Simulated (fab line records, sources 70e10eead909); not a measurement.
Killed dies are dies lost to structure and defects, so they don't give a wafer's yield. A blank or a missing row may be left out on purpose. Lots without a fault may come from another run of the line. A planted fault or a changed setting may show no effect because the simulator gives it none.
fab line records | flow nand_harc
record lots=24 wafers=72 last_day=24
route steps=1159 shown P_CONTACT@232 P_BONDPAD@365 A_ONON_D1@439 A_STAIRCASE@519
lots that met no fault: from a run of the same line without faults
start_h: hours from the record's first day to the start of the lot's first wafer shown | wait_h: hours since the lot's step before | " the same as in the row above | L1.1+2: a row that stands for several wafers | - no value, or no start given | * or withheld: withheld | < > ~ a bound
route shown NAME@n: a module of which the file shows steps, and the number in the route of the first | usual: mean/standard deviation of fault-free wafers | same: alike in all rows | chamber/n: place in a boat | sites: the reading at each site | _std_site: their standard deviation | _edge_site: outer sites' mean less inner sites' | radius_mm: how far each site lies from the wafer's centre | mask NAME#n: copy n | behind: the tool/chamber that last shaped the wafer | hold: why the lot was held/for how many hours/how that ended | device: the transistor (n, p or np) that didn't switch | end of line: the same wafers' tests at the end of the route | a step without rows: its recipe alone | killed: dies lost to structure and defects at the first sort, not the wafer's yield | map: a wafer's dies, x killed, . not, _ none there
set.NAME: the setting as run; set.NAME@STEP: as run at that earlier step | model.NAME: the simulator's own value behind a step, which no gauge read
steps of the route over a sample of lots; a table a step, a row a wafer
services: from which hour (start_h, from the record's first day; less than 0 if before it) a tool's chamber was out of use, for how many hours, and why
## steps
# step NHARC_P_CONTACT_CD_MEAS_12
# recipe target_cd_nm=90 landing_energy_ev=500
# usual cd_nm=89.9/0.43
# columns lot.wafer tool chamber start_h wait_h cd_nm
L074.1 cd_sem-02 0 106.50 - 90.0
L074.4 " 0 " " 89.9
L074.6 " 0 " " 90.0
L075.4 cd_sem-01 0 123.11 - 89.7
L075.5 " 0 " " 90.1
L075.6 " 0 " " 89.7
L076.1 cd_sem-01 0 124.34 - 90.4
L076.3 " 0 " " 90.1
L076.6 " 0 " " 90.2
L077.1 cd_sem-03 0 129.48 - 89.3
L077.3 " 0 " " 89.9
L077.6 " 0 " " 89.9
L079.2 cd_sem-01 0 138.26 - 88.8
L079.4 " 0 " " 89.4
L079.6 " 0 " " 89.4
L078.2 cd_sem-03 0 139.25 - 90.5
L078.4 " 0 " " 90.3
L078.6 " 0 " " 90.6
L080.1 cd_sem-02 0 139.87 - 89.9
L080.5 " 0 " " 91.0
L080.6 " 0 " " 90.3
L081.1 cd_sem-03 0 152.10 - 89.8
L081.4 " 0 " " 90.0
L081.6 " 0 " " 90.3
L083.3 cd_sem-03 0 158.93 - 89.9
L083.4 " 0 " " 89.6
L083.5 " 0 " " 90.6
L082.2 cd_sem-02 0 161.69 - 89.5
L082.4 " 0 " " 90.0
L082.6 " 0 " " 90.0
L085.1 cd_sem-03 0 176.02 - 89.8
L085.5 " 0 " " 90.0
L085.6 " 0 " " 89.5
L084.2 cd_sem-03 0 176.88 - 89.5
L084.4 " 0 " " 90.4
L084.5 " 0 " " 90.0
L086.1 cd_sem-01 0 189.02 - 89.8
L086.2 " 0 " " 89.6
L086.4 " 0 " " 89.8
L088.1 cd_sem-02 0 189.85 - 90.2
L088.4 " 0 " " 90.6
L088.5 " 0 " " 90.3
L087.2 cd_sem-03 0 190.62 - 89.7
L087.3 " 0 " " 90.4
L087.6 " 0 " " 89.9
L089.2 cd_sem-01 0 203.10 - 89.7
L089.4 " 0 " " 89.9
L089.5 " 0 " " 90.1
L090.1 cd_sem-02 0 203.74 - 89.6
L090.4 " 0 " " 89.9
L090.6 " 0 " " 89.7
L092.1 cd_sem-02 0 214.43 - 90.1
L092.4 " 0 " " 89.9
L092.6 " 0 " " 90.2
L091.1 cd_sem-02 0 216.45 - 89.6
L091.3 " 0 " " 89.9
L091.6 " 0 " " 90.1
L093.2 cd_sem-03 0 220.48 - 89.8
L093.3 " 0 " " 89.1
L093.6 " 0 " " 90.2
L094.3 cd_sem-02 0 231.12 - 89.7
L094.5 " 0 " " 90.1
L094.6 " 0 " " 89.7
L095.2 cd_sem-02 0 231.72 - 89.0
L095.3 " 0 " " 89.2
L095.5 " 0 " " 88.9
L097.1 cd_sem-03 0 241.93 - 89.6
L097.4 " 0 " " 90.0
L097.6 " 0 " " 90.0
L096.1 cd_sem-01 0 243.03 - 90.2
L096.2 " 0 " " 89.9
L096.4 " 0 " " 89.9
# step NHARC_P_CONTACT_STRIP_28
# recipe o2_flow_sccm=500 ar_flow_sccm=0 bias_w=0 chemistry=O2
# usual drypump_motor_current_A=5.8/0.54 oes_product_au=1.003/0.0078 rf_vpp_V=57.9/0.8 showerhead_plenum_p_Torr=3.62/0.14 throttle_valve_pct=17.036/0.0089
# columns lot.wafer tool chamber start_h wait_h drypump_motor_current_A oes_product_au rf_hours_counter_h rf_vpp_V showerhead_plenum_p_Torr throttle_valve_pct
L074.1 rie_diel-11 2 107.64 0.1 5.2 1.012 11 58.9 3.43 17.032
L074.4 " 0 " " 6.7 0.994 11 58.9 3.60 17.033
L074.6 " 2 " " 5.2 1.010 - 56.6 3.43 17.044
L075.4 rie_diel-13 1 124.29 0.1 5.5 0.991 1 59.5 3.76 17.032
L075.6 " 2 " " 6.5 0.991 - 57.1 3.74 17.035
L075.5 " 3 " " 5.1 0.995 - 56.2 3.44 17.027
L076.1 rie_diel-11 0 125.48 0.1 6.7 1.005 12 57.7 3.60 17.019
L076.3 " 3 " " 6.3 1.006 12 58.0 3.54 17.038
L076.6 " 1 " " 5.9 1.012 - 57.8 3.70 17.037
L077.3 rie_diel-11 1 130.64 0.1 5.9 1.021 13 58.0 3.70 17.039
L077.1 " 2 " " 5.2 1.007 13 58.3 3.43 17.026
L077.6 " 0 " " 6.6 1.007 - 58.1 3.60 17.029
L079.2 rie_diel-11 0 139.40 0.1 6.6 1.007 14 58.5 3.59 17.024
L079.4 " 1 " " 5.9 1.015 15 57.9 3.70 17.031
L079.6 " 1 " " 5.8 1.003 - 59.5 3.70 17.030
L078.4 rie_diel-13 1 140.41 0.1 5.5 0.996 4 57.4 3.76 17.042
L078.2 " 2 " " 6.6 0.999 4 58.3 3.73 17.026
L078.6 " 0 " " 5.4 0.998 - 58.3 3.75 17.037
L080.1 rie_diel-13 3 141.05 0.1 5.1 1.003 3 57.6 3.44 17.047
L080.5 " 1 " " 5.5 1.001 - 58.8 3.76 17.055
L080.6 " 2 " " 6.6 1.001 - 58.1 3.73 17.041
L081.4 rie_diel-13 0 153.25 0.1 5.4 0.990 5 58.3 3.75 17.029
L081.1 " 1 " " 5.5 0.999 5 58.6 3.76 17.035
L081.6 " 0 " " 5.4 0.997 - 58.1 3.75 17.050
L083.3 rie_diel-13 1 160.07 0.1 5.5 1.007 6 57.6 3.76 17.041
L083.4 " 2 " " 6.5 1.002 5 57.2 3.73 17.020
L083.5 " 1 " " 5.5 0.994 - 58.7 3.76 17.028
L082.4 rie_diel-11 2 162.84 0.1 5.2 1.004 18 57.8 3.42 17.020
L082.2 " 3 " " 6.3 1.021 18 58.5 3.53 17.048
L082.6 " 2 " " 5.2 1.009 - 56.1 3.42 17.039
L085.1 rie_diel-13 0 177.21 0.1 5.4 0.999 7 58.2 3.75 17.034
L085.5 " 1 " " 5.5 1.000 - 59.4 3.76 17.047
L085.6 " 2 " " 6.5 0.998 - 57.3 3.73 17.046
L084.2 rie_diel-13 1 178.01 0.1 5.5 0.996 7 58.2 3.76 17.030
L084.4 " 2 " " 6.5 1.003 6 59.8 3.73 17.045
L084.5 " 1 " " 5.5 1.002 - 57.5 3.76 17.034
L086.1 rie_diel-02 0 190.17 0.1 5.7 0.998 10 57.0 3.80 17.027
L086.4 " 1 " " 5.3 1.013 10 57.5 3.65 17.040
L086.2 " 2 " " 6.3 1.005 11 57.6 3.58 17.033
L088.4 rie_diel-02 2 191.02 0.1 6.3 1.014 11 58.4 3.58 17.047
L088.1 " 3 " " 5.4 1.004 11 58.1 3.31 17.039
L088.5 " 0 " " 5.7 1.006 - 59.4 3.80 17.033
L087.3 rie_diel-13 3 191.87 0.1 5.1 1.003 8 57.5 3.44 17.041
L087.2 " 1 " " 5.5 0.990 9 59.9 3.76 17.035
L087.6 " 2 " " 6.5 0.999 - 58.7 3.73 17.028
L089.2 rie_diel-11 0 204.27 0.1 6.6 1.008 1 58.1 3.59 17.031
L089.4 " 1 " " 5.9 0.994 1 57.4 3.70 17.030
L089.5 " 0 " " 6.6 0.994 - 57.7 3.59 17.034
L090.1 rie_diel-13 0 204.86 0.1 5.4 1.001 10 59.3 3.75 17.026
L090.4 " 1 " " 5.5 1.009 10 59.1 3.76 17.028
L090.6 " 1 " " 5.5 1.001 - 58.1 3.76 17.047
L092.4 rie_diel-13 0 215.56 0.1 5.4 0.997 11 57.6 3.75 17.032
L092.1 " 3 " " 5.1 1.009 11 56.5 3.43 17.026
L092.6 " 1 " " 5.5 0.999 - 57.8 3.76 17.034
L091.3 rie_diel-02 0 217.58 0.1 5.7 1.007 19 58.4 3.80 17.042
L091.1 " 3 " " 5.4 0.997 20 57.5 3.30 17.039
L091.6 " 0 " " 5.7 1.008 - 58.6 3.80 17.034
L093.3 rie_diel-11 2 221.62 0.1 5.2 0.991 3 56.8 3.42 17.045
L093.2 " 0 " " 6.6 1.010 3 58.8 3.59 17.040
L093.6 " 2 " " 5.2 1.000 - 57.0 3.42 17.018
L094.3 rie_diel-11 3 232.30 0.1 6.3 1.010 3 57.6 3.53 17.045
L094.5 " 0 " " 6.6 1.021 - 58.7 3.59 17.028
L094.6 " 1 " " 5.9 1.012 - 57.7 3.69 17.029
L095.2 rie_diel-13 1 232.96 0.1 5.5 1.004 14 57.7 3.76 17.032
L095.3 " 2 " " 6.6 0.995 13 57.3 3.73 17.031
L095.5 " 1 " " 5.5 1.010 - 58.7 3.76 17.035
L097.1 rie_diel-11 3 243.07 0.1 6.3 0.998 5 58.3 3.53 17.045
L097.4 " 1 " " 5.9 0.996 5 57.3 3.69 17.054
L097.6 " 2 " " 5.2 1.000 - 56.4 3.42 17.026
L096.1 rie_diel-11 0 244.28 0.1 6.6 1.008 5 58.4 3.59 17.049
L096.2 " 2 " " 5.2 1.006 5 56.7 3.42 17.018
L096.4 " 3 " " 6.2 1.015 5 57.3 3.53 17.044
# step NHARC_P_BONDPAD_OVL_MEAS_38
# usual overlay_x_nm=0/6.8 overlay_y_nm=0/5.4
# columns lot.wafer tool chamber start_h wait_h overlay_x_nm overlay_y_nm
L074.1 overlay-02 - 131.48 - -3 0
L074.4 " - " " -3 1
L074.6 " - " " -3 0
L075.4 overlay-01 - 145.00 - -15 -2
L075.5 " - " " -15 -2
L075.6 " - " " -15 -2
L076.1 overlay-01 - 145.32 - 0 2
L076.3 " - " " 1 2
L076.6 " - " " 0 2
L077.1 overlay-01 - 146.64 - -2 12
L077.3 " - " " -2 12
L077.6 " - " " -2 11
L079.2 overlay-02 - 161.56 - -5 2
L079.4 " - " " -5 2
L079.6 " - " " -5 2
L078.2 overlay-02 - 162.57 - -9 -3
L078.4 " - " " -9 -3
L078.6 " - " " -9 -3
L080.1 overlay-02 - 162.96 - 1 -8
L080.5 " - " " 2 -9
L080.6 " - " " 1 -8
L081.1 overlay-01 - 169.48 - 3 0
L081.4 " - " " 2 0
L081.6 " - " " 2 0
L083.3 overlay-02 - 179.83 - 6 2
L083.4 " - " " 6 2
L083.5 " - " " 6 2
L082.2 overlay-02 - 182.76 - -5 9
L082.4 " - " " -6 9
L082.6 " - " " -6 8
L085.1 overlay-02 - 193.83 - 5 0
L085.5 " - " " 5 0
L085.6 " - " " 6 0
L084.2 overlay-02 - 194.24 - 14 0
L084.4 " - " " 14 -1
L084.5 " - " " 14 0
L086.1 overlay-01 - 207.10 - -6 8
L086.2 " - " " -6 8
L086.4 " - " " -6 8
L088.1 overlay-02 - 207.24 - 13 -6
L088.4 " - " " 14 -6
L088.5 " - " " 14 -6
L087.2 overlay-02 - 207.86 - -5 -5
L087.3 " - " " -5 -6
L087.6 " - " " -5 -5
L089.2 overlay-01 - 223.23 - 0 -6
L089.4 " - " " 0 -6
L089.5 " - " " 0 -6
L090.1 overlay-02 - 224.41 - -3 -1
L090.4 " - " " -1 -1
L090.6 " - " " -2 -1
L092.1 overlay-02 - 233.90 - 14 -1
L092.4 " - " " 14 -1
L092.6 " - " " 14 -1
L091.1 overlay-02 - 234.16 - 2 -11
L091.3 " - " " 3 -10
L091.6 " - " " 3 -10
L093.2 overlay-02 - 237.90 - 3 5
L093.3 " - " " 3 5
L093.6 " - " " 4 5
L094.3 overlay-02 - 249.48 - -2 8
L094.5 " - " " -2 8
L094.6 " - " " -2 8
L095.2 overlay-01 - 254.28 - 1 2
L095.3 " - " " 1 2
L095.5 " - " " 1 2
L097.1 overlay-01 - 259.20 - -1 3
L097.4 " - " " -2 3
L097.6 " - " " -1 2
L096.1 overlay-01 - 260.01 - 2 -2
L096.2 " - " " 1 -2
L096.4 " - " " 1 -2
# step NHARC_P_BONDPAD_DEGAS_25
# recipe temp_c=300 time_s=60
# usual heater_power_w=467/57
# columns lot.wafer tool chamber start_h wait_h heater_power_w
L074.4 pvd_sputter-03 - 133.00 - 425
L074.1 " - " " 584
L074.6 " - " " 405
L075.4 pvd_sputter-03 - 146.12 - 430
L075.5 " - " " 425
L075.6 " - " " 424
L076.3 pvd_sputter-01 - 146.51 - 420
L076.1 " - " " 483
L076.6 " - " " 505
L077.1 pvd_sputter-03 - 147.72 - 419
L077.3 " - " " 566
L077.6 " - " " 426
L079.4 pvd_sputter-03 - 162.62 - 434
L079.2 " - " " 408
L079.6 " - " " 579
L078.4 pvd_sputter-02 - 163.67 - 394
L078.2 " - " " 506
L078.6 " - " " 493
L080.1 pvd_sputter-02 - 164.04 - 467
L080.5 " - " " 505
L080.6 " - " " 404
L081.4 pvd_sputter-02 - 170.58 - 502
L081.1 " - " " 494
L081.6 " - " " 465
L083.4 pvd_sputter-03 - 180.91 - 570
L083.3 " - " " 409
L083.5 " - " " 557
L082.4 pvd_sputter-01 - 183.85 - 520
L082.2 " - " " 450
L082.6 " - " " 511
L085.1 pvd_sputter-02 - 195.14 - 411
L085.5 " - " " 515
L085.6 " - " " 473
L084.2 pvd_sputter-03 - 195.29 - 420
L084.4 " - " " 400
L084.5 " - " " 426
L086.2 pvd_sputter-03 - 208.28 - 564
L086.4 " - " " 414
L086.1 " - " " 413
L088.1 pvd_sputter-02 - 208.32 - 474
L088.4 " - " " 516
L088.5 " - " " 478
L087.3 pvd_sputter-01 - 208.92 - 504
L087.2 " - " " 435
L087.6 " - " " 509
L089.2 pvd_sputter-03 - 224.40 - 568
L089.4 " - " " 408
L089.5 " - " " 573
L090.4 pvd_sputter-03 - 225.58 - 425
L090.1 " - " " 563
L090.6 " - " " 401
L092.1 pvd_sputter-01 - 235.20 - 523
L092.4 " - " " 449
L092.6 " - " " 507
L091.3 pvd_sputter-03 - 235.40 - 402
L091.1 " - " " 433
L091.6 " - " " 420
L093.2 pvd_sputter-03 - 239.00 - 575
L093.3 " - " " 420
L093.6 " - " " 572
L094.3 pvd_sputter-01 - 250.55 - 513
L094.5 " - " " 512
L094.6 " - " " 517
L095.2 pvd_sputter-02 - 255.70 - 496
L095.3 " - " " 503
L095.5 " - " " 509
L097.4 pvd_sputter-03 - 260.49 - 429
L097.1 " - " " 424
L097.6 " - " " 559
L096.4 pvd_sputter-03 - 261.08 - 423
L096.2 " - " " 566
L096.1 " - " " 418
# step NHARC_A_ONON_D1_THK_MEAS_21
# recipe thk_meas_gauge=ellipsometry
# usual thk_nm=999/9.3
# columns lot.wafer tool chamber start_h wait_h thk_nm
L074.1 film_metro-01 - 169.23 - 1012
L074.4 " - " " 1013
L074.6 " - " " 1012
L077.1 film_metro-01 - 182.80 - 993
L077.3 " - " " 994
L077.6 " - " " 992
L075.4 film_metro-02 - 182.81 - 994
L075.5 " - " " 996
L075.6 " - " " 994
L076.1 film_metro-01 - 182.82 - 999
L076.3 " - " " 997
L076.6 " - " " 997
L079.2 film_metro-01 - 198.59 - 1005
L079.4 " - " " 1006
L079.6 " - " " 1008
L080.1 film_metro-01 - 198.67 - 988
L080.5 " - " " 988
L080.6 " - " " 989
L078.2 film_metro-01 - 198.93 - 1019
L078.4 " - " " 1022
L078.6 " - " " 1021
L081.1 film_metro-01 - 207.67 - 998
L081.4 " - " " 999
L081.6 " - " " 998
L082.2 film_metro-02 - 218.66 - 983
L082.4 " - " " 984
L082.6 " - " " 983
L083.3 film_metro-02 - 218.67 - 1015
L083.4 " - " " 1014
L083.5 " - " " 1014
L084.2 film_metro-01 - 232.68 - 993
L084.4 " - " " 993
L084.5 " - " " 990
L085.1 film_metro-02 - 232.69 - 1008
L085.5 " - " " 1009
L085.6 " - " " 1009
L086.1 film_metro-02 - 243.47 - 993
L086.2 " - " " 995
L086.4 " - " " 995
L087.2 film_metro-01 - 243.47 - 998
L087.3 " - " " 996
L087.6 " - " " 998
L088.1 film_metro-02 - 243.50 - 1005
L088.4 " - " " 1008
L088.5 " - " " 1007
L090.1 film_metro-02 - 261.48 - 994
L090.4 " - " " 994
L090.6 " - " " 995
L089.2 film_metro-01 - 261.49 - 984
L089.4 " - " " 984
L089.5 " - " " 983
L091.1 film_metro-02 - 271.03 - 1008
L091.3 " - " " 1008
L091.6 " - " " 1007
L092.1 film_metro-01 - 271.03 - 999
L092.4 " - " " 1000
L092.6 " - " " 1001
L093.2 film_metro-02 - 282.84 - 994
L093.3 " - " " 995
L093.6 " - " " 994
L094.3 film_metro-02 - 287.81 - 997
L094.5 " - " " 996
L094.6 " - " " 995
L095.2 film_metro-02 - 293.99 - 994
L095.3 " - " " 995
L095.5 " - " " 994
L097.1 film_metro-01 - 294.13 - 997
L097.4 " - " " 998
L097.6 " - " " 1000
L096.1 film_metro-02 - 294.35 - 1006
L096.2 " - " " 1007
L096.4 " - " " 1006
# step NHARC_A_STAIRCASE_DEP_156
# recipe target_thk_a=500 temp_c=400 target_thk_nm=50 flow_sccm=200 rf_w=450 material=SiNx
# usual heater_power_w=738/68
# columns lot.wafer tool chamber start_h wait_h heater_power_w
L074.1 pecvd-01 1 231.23 0.1 743
L074.6 " 2 " " 767
L074.4 " 0 " " 750
L077.3 pecvd-03 0 246.29 0.1 701
L077.1 " 2 " " 741
L077.6 " 1 " " 766
L075.6 pecvd-02 2 246.40 0.1 712
L075.5 " 0 " " 756
L075.4 " 1 " " 750
L076.3 pecvd-02 0 254.89 0.1 905
L076.1 " 1 " " 698
L076.6 " 2 " " 681
L080.1 pecvd-02 1 259.29 0.1 751
L080.6 " 2 " " 652
L080.5 " 1 " " 758
L079.2 pecvd-03 2 259.41 0.2 600
L079.4 " 1 " " 676
L079.6 " 2 " " 622
L078.2 pecvd-03 2 265.22 0.1 682
L078.6 " 2 " " 688
L078.4 " 0 " " 760
L081.1 pecvd-01 0 269.31 0.4 632
L081.4 " 0 " " 633
L081.6 " 2 " " 826
L083.3 pecvd-01 2 279.44 0.1 850
L083.4 " 2 " " 880
L083.5 " 0 " " 726
L082.2 pecvd-03 2 279.53 0.1 692
L082.4 " 2 " " 692
L082.6 " 0 " " 773
L084.2 pecvd-02 0 292.74 0.1 894
L084.5 " 2 " " 756
L084.4 " 0 " " 869
L085.1 pecvd-02 2 296.48 0.1 736
L085.5 " 0 " " 835
L085.6 " 1 " " 790
L086.2 pecvd-01 2 308.36 0.1 826
L086.1 " 0 " " 691
L086.4 " 0 " " 692
L087.2 pecvd-01 1 308.56 0.1 760
L087.3 " 2 " " 901
L087.6 " 1 " " 718
L088.1 pecvd-02 1 312.43 0.1 762
L088.5 " 2 " " 649
L088.4 " 1 " " 749
L090.1 pecvd-02 1 321.82 0.1 735
L090.6 " 0 " " 841
L090.4 " 2 " " 636
L089.2 pecvd-01 0 321.90 0.1 714
L089.5 " 1 " " 732
L089.4 " 0 " " 735
L092.1 pecvd-02 0 332.96 0.1 835
L092.6 " 2 " " 747
L092.4 " 0 " " 830
L091.3 pecvd-01 2 332.96 0.1 769
L091.1 " 1 " " 715
L091.6 " 0 " " 743
L093.2 pecvd-03 0 343.71 0.1 679
L093.3 " 1 " " 746
L093.6 " 1 " " 737
L094.3 pecvd-01 0 352.05 0.2 601
L094.5 " 2 " " 889
L094.6 " 0 " " 619
L095.3 pecvd-01 1 355.80 0.1 697
L095.2 " 2 " " 748
L095.5 " 2 " " 740
L097.1 pecvd-03 0 355.99 0.1 730
L097.6 " 2 " " 705
L097.4 " 0 " " 711
L096.2 pecvd-03 2 362.58 0.1 732
L096.1 " 0 " " 742
L096.4 " 2 " " 731
## services
# columns tool chamber start_h hours kind
pecvd-01 1 84.64 2.4 repair
pecvd-02 1 98.00 5.1 repair
rie_diel-13 - 99.00 9.0 pm
pvd_sputter-03 - 102.00 10.0 pm
pecvd-03 - 111.08 13.0 pm
rie_diel-13 2 141.59 7.2 repair
pecvd-02 - 153.07 13.0 pm
pecvd-03 - 159.02 0.9 repair
pecvd-03 1 182.79 6.5 repair
rie_diel-11 - 189.50 9.0 pm
rie_diel-13 3 215.88 16.3 repair
pecvd-01 - 237.18 13.0 pm
rie_diel-13 3 240.86 2.9 repair
rie_diel-13 0 253.61 6.2 repair
pecvd-02 1 262.67 10.2 repair
rie_diel-11 - 275.28 0.6 repair
rie_diel-13 - 276.00 9.0 pm
pecvd-03 - 276.12 1.2 repair
pvd_sputter-03 - 280.00 10.0 pm
rie_diel-13 2 285.39 9.3 repair
pecvd-03 - 292.25 13.0 pm
pecvd-02 - 334.07 13.0 pm
rie_diel-13 0 349.77 4.0 repair
pecvd-01 2 362.14 21.4 repair
## key
fault none
